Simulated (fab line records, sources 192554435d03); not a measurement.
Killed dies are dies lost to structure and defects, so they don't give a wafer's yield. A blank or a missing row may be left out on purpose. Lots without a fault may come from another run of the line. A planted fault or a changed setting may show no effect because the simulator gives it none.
Split-lot experiment | flow n5_finfet | 7 lots, 21 wafers read, on a route of 1938 steps

THE SPLIT
At N5_BEOL_M9_ILD_DEP_00 (deposits SiCOH lowk from DEMS/porogen, target thk 308.51 nm, time 58 s), the setting time_s was moved away from the recipe's 58 s on 5 of the 21 wafers read, by -12.5% to +7.8%. The other wafers ran this setting at the recipe's value.

FROM THE SPLIT TO THE READING: what the file shows between them, 1 step
- N5_BEOL_M9_CURE_71: cures SiCOH lowk, time 240 s

THE READING
M9_ILD_THK, in nm, at N5_BEOL_M9_THK_MEAS_01. Fault-free wafers of this fab line usually give 267 nm, standard deviation 4 nm.

wafer  | tool, chamber at the split | time_s as run, s | against the recipe | M9_ILD_THK, nm | against lot-mates on the recipe
L074.1 | pecvd-01, 1                | 61.95            | +6.8%              | 286            | +13
L074.3 | pecvd-01, 0                | 58               | recipe             | 271            | -
L074.4 | pecvd-01, 1                | 58               | recipe             | 275            | -
L077.1 | pecvd-03, 2                | 58               | recipe             | 265            | -
L077.2 | pecvd-03, 0                | 58               | recipe             | 265            | -
L077.4 | pecvd-03, 2                | 58               | recipe             | 273            | -
L080.3 | pecvd-01, 1                | 50.75            | -12.5%             | 237            | -30
L080.4 | pecvd-01, 2                | 58               | recipe             | 267            | -
L080.5 | pecvd-01, 1                | 50.75            | -12.5%             | 240            | -27
L085.2 | pecvd-01, 1,0              | 58               | recipe             | 272            | -
L085.3 | pecvd-01, 0                | 58               | recipe             | 267            | -
L085.4 | pecvd-01, 1,0              | 58               | recipe             | 271            | -
L092.1 | pecvd-01, 1                | 58               | recipe             | 268            | -
L092.2 | pecvd-01, 2                | 58               | recipe             | 261            | -
L092.4 | pecvd-01, 0                | 58               | recipe             | 270            | -
L093.1 | pecvd-02, 0                | 58               | recipe             | 266            | -
L093.3 | pecvd-02, 1                | 58               | recipe             | 263            | -
L093.4 | pecvd-02, 0                | 58               | recipe             | 266            | -
L095.1 | pecvd-01, 1                | 62.53            | +7.8%              | 291            | +19
L095.2 | pecvd-01, 0                | 58               | recipe             | 272            | -
L095.5 | pecvd-01, 1                | 62.53            | +7.8%              | 293            | +21
Where a row lists several chambers, the file gives one row for several wafers and doesn't say which wafer went through which chamber.

THE FIT
A straight line over all 21 wafers: M9_ILD_THK changes by +2.57 nm for each +1% of time_s; r = +0.96; the points scatter about the line by 3.7 nm.
The same after taking each lot's own level away (the mean of its wafers on the recipe; 21 wafers): +2.32 nm for each +1%; r = +0.97; scatter 2.7 nm.
On that fit, the largest move of time_s shifts the reading by 29 nm.
The lots' own levels span 265.0 to 273.0 nm, that is 2.0 times the standard deviation above.
So the lot-to-lot level changes the slope: the two fits differ.
Check: with one of the wafers moved furthest among these (-12.5%) left out of the fit, the line predicts -28.2 nm for it against its lot-mates. It came out at -30 nm against them.

OTHER SPLITS ON THESE WAFERS
These wafers also went through other splits before the reading. Each is held against what the fit with the lots' levels taken away leaves over:
other split on the same wafers   | wafers away from the commonest value | r with M9_ILD_THK (lot level and that fit taken away)
N5_BEOL_M1_TRENCH_ETCH_37 time_s | 6                                    | +0.37
N5_BEOL_M2_ALD_98 ald_cycles     | 9                                    | -0.22
N5_BEOL_M4_COAT_05 spin_rpm      | 10                                   | -0.10
N5_BEOL_M5_COAT_74 spin_rpm      | 4                                    | +0.33
N5_BEOL_M5_COAT_22 spin_rpm      | 4                                    | +0.16
N5_BEOL_M7_DESCUM_33 time_s      | 5                                    | +0.50
N5_BEOL_M8_ETCH_66 bias_w        | 10                                   | +0.21

THE WHOLE CHAIN: every reading that the file lists as answering this split, in the file's order
step                   | what it does                                                           | reading                                                                                  | change (the file's fit)              | r (the file's)
N5_BEOL_M9_ILD_DEP_00  | deposits SiCOH lowk from DEMS/porogen, target thk 308.51 nm, time 58 s | SiCOH_lowk_of_BEOL_M9_ILD_DEP_00.thk_nm (the simulator's own value, which no gauge read) | +2.57 nm for each +1% of the setting | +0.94
N5_BEOL_M9_CURE_71     | cures SiCOH lowk, time 240 s                                           | SiCOH_lowk_of_BEOL_M9_ILD_DEP_00.thk_nm (the simulator's own value, which no gauge read) | +2.27 nm for each +1% of the setting | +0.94
N5_BEOL_M9_THK_MEAS_01 |                                                                        | M9_ILD_THK                                                                               | +2.27 for each +1% of the setting    | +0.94

THE FILE'S OWN FIT
M9_ILD_THK changes by +2.27 nm for each +1% of time_s, r = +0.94.
